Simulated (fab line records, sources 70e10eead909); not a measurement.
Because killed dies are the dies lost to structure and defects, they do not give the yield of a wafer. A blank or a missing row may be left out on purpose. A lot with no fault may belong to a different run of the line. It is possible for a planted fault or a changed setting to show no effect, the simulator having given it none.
Chamber matching + flow nandHarc + pecvd-04 running NHARC_A_STAIRCASE_DEP_322: 3 sister chambers
The step deposits SiO2, target thk 3800 nm. 6 wafers are shown with their chamber, then 7 later ones without.

WAFERS, EACH WITH ITS CHAMBER
| wafer  | chamber | heaterPowerW (W) |
|--------|---------|------------------|
| L696.4 | 0       | 726              |
| L699.1 | 0       | 783              |
| L702.4 | 2       | 576              |
| L702.5 | 1       | 689              |
| L705.1 | 2       | 615              |
| L705.2 | 1       | 857              |

WAFERS MISSING THEIR CHAMBER
| wafer  | heaterPowerW (W) |
|--------|------------------|
| L705.5 | 688              |
| L711.4 | 555              |
| L711.5 | 678              |
| L711.6 | 718              |
| L719.1 | 876              |
| L719.2 | 620              |
| L719.5 | 681              |

WHICH CHAMBER EACH ONE RAN IN
| wafer  | from the rows above          | in truth |
|--------|------------------------------|----------|
| L705.5 | can't be placed: 0 or 1 or 2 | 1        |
| L711.4 | 2                            | 2        |
| L711.5 | can't be placed: 0 or 2 or 1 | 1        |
| L711.6 | can't be placed: 0 or 1 or 2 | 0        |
| L719.1 | can't be placed: 1 or 0      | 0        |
| L719.2 | can't be placed: 2 or 0 or 1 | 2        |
| L719.5 | can't be placed: 0 or 2 or 1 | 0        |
Placed correctly: 1 of 7. Cannot be placed on the basis of these rows: 6; the candidates contain the true chamber in 6. Number placed wrongly: 0.
How it was worked out, from the rows above alone: a wafer's distance from a chamber is the root of the sum, over the readings, of the square of ((its reading less the chamber's mean) divided by the reading's scatter). The wafer belongs to the nearest chamber; if the next one is less than 2 further off, it can't be placed. Each chamber's mean is taken over the wafers shown for it. The scatter: take each reading less its chamber's mean, square it, sum over the shown wafers, divide by the number of wafers less the number of chambers, and take the root.
